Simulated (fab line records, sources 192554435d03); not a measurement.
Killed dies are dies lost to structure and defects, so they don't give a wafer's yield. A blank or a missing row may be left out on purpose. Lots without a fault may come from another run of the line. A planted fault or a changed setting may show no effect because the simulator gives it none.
One fault seen from 3 desks | flow n5_finfet | each desk has only its own numbers; what lay behind them comes last

THE METROLOGY DESK
What the gauges read, lot by lot, whatever tool the lot ran on: means of the sampled wafers that have a number. A lot is out of limits, marked OUT, if its mean lies more than 4 standard deviations from the usual mean; the brackets give that distance. Of its 12 readings 7 are shown: those that lie furthest out on some lot.
Columns: A = DIBL_N at N5_BEOL_M4_RC_MEAS_101, usual 36.9 mV/V; B = DIBL_P at N5_BEOL_M4_RC_MEAS_101, usual 36.7 mV/V; C = IOFF_N at N5_BEOL_M4_RC_MEAS_101, usual 0.17 nA/um; D = IOFF_P at N5_BEOL_M4_RC_MEAS_101, usual 0.22 nA/um; E = SS_P at N5_BEOL_M4_RC_MEAS_101, usual 73.4 mV/dec; F = VT_N at N5_BEOL_M4_RC_MEAS_101, usual 249 mV; G = VT_P at N5_BEOL_M4_RC_MEAS_101, usual -250 mV
lot  | first seen here | A    | B    | C    | D    | E    | F   | G
L909 | day 7 00:29     | 36.9 | 35.6 | 0.16 | 0.17 | 73.3 | 252 | -256
L913 | day 7 14:52     | 38.6 | 39.6 | 0.23 | 0.23 | 74.1 | 246 | -252
L918 | day 9 05:45     | 37.4 | 35.6 | 0.18 | 0.23 | 72.9 | 250 | -248
L919 | day 9 09:00     | 36.3 | 37.0 | 0.17 | 0.22 | 73.4 | 248 | -248
L922 | day 10 06:41    | 37.3 | 36.4 | 0.19 | 0.24 | 73.5 | 246 | -247
L928 | day 11 07:27    | 34.2 | 33.2 | 0.12 | 0.17 | 72.9 | 254 | -251
L929 | day 11 13:08    | 38.6 | 39.3 | 0.22 | 0.29 | 74.5 | 247 | -246
This desk's finding: nothing out of limits on any of the 7 lots.

THE TOOL OWNER'S DESK: rie_diel-01
The tool's own readings at N5_BEOL_M1_ETCH_77 (etches underlayer in N2/H2, target depth 6.5 nm, time 5.2 s): means of the sampled wafers that have a number, for each lot that ran on this tool. A lot is out of limits, marked OUT, if its mean lies more than 4 standard deviations from the usual mean; the brackets give that distance.
Columns: A = drypump_motor_current_A at N5_BEOL_M1_ETCH_77, usual 5.7 A; B = etch_rf_on_time_s at N5_BEOL_M1_ETCH_77, usual 5.21 s; C = oes_product_au at N5_BEOL_M1_ETCH_77, usual 0.67 a.u.; D = rf_fwd_power_W at N5_BEOL_M1_ETCH_77, usual 819.1 W; E = rf_vpp_V at N5_BEOL_M1_ETCH_77, usual 524 V; F = showerhead_plenum_p_Torr at N5_BEOL_M1_ETCH_77, usual 2.56 Torr; G = throttle_valve_pct at N5_BEOL_M1_ETCH_77, usual 17.7 %
lot  | first seen here | A   | B               | C    | D               | E              | F    | G
L913 | day 7 15:01     | 5.8 | 5.26            | 0.61 | 819.1           | 522            | 2.49 | 17.9
L918 | day 9 05:55     | 5.7 | 5.57            | 0.64 | 752.2 (-26) OUT | 539 (+4.7) OUT | 2.55 | 17.7
L919 | day 9 09:13     | 5.9 | 6.07 (+7.8) OUT | 0.65 | 683.8 (-52) OUT | 556 (+10) OUT  | 2.53 | 17.7
L922 | day 10 06:51    | 6.1 | 5.57            | 0.62 | 750.4 (-26) OUT | 537 (+4.3) OUT | 2.46 | 17.7
This desk's finding: out of limits on L918, L919, L922; first on L918, day 9 05:55 (rf_fwd_power_W at N5_BEOL_M1_ETCH_77). In limits: L913.

THE DEFECT DESK
What the inspections along the route counted, lot by lot: means of the sampled wafers that have a number. A lot is out of limits, marked OUT, if its mean lies more than 4 standard deviations from the usual mean; the brackets give that distance.
Columns: A = raw_defect_count at N5_BEOL_M1_INSPECT_30, usual 414
lot  | first seen here | A
L909 | day 7 00:34     | 386
L913 | day 7 14:56     | 353
L918 | day 9 05:50     | 349
L919 | day 9 09:05     | 402
L922 | day 10 06:47    | 413
L928 | day 11 07:32    | 622
L929 | day 11 13:14    | 507
This desk's finding: nothing out of limits on any of the 7 lots.

PUT TOGETHER
The tool owner's desk could have raised an alarm at day 9 05:55, on L918, L919, L922.
The metrology desk saw nothing out of limits.
The defect desk saw nothing out of limits.
The metrology desk has L918, L919, L922 on record, within its limits.
The defect desk has L918, L919, L922 on record, within its limits.
Of the lots named, all ran N5_BEOL_M1_ETCH_77 on rie_diel-01.

WHAT THE SIMULATOR HAD PUT IN
Process parameter drift: rie_diel-01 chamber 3, from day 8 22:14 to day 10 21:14, at N5_BEOL_M1_ETCH_77. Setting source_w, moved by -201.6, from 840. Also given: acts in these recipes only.
Lots struck among those shown: L918, L919, L922.
Hours from the fault's start to each desk's first reading out of limits: the tool owner's desk, 8.
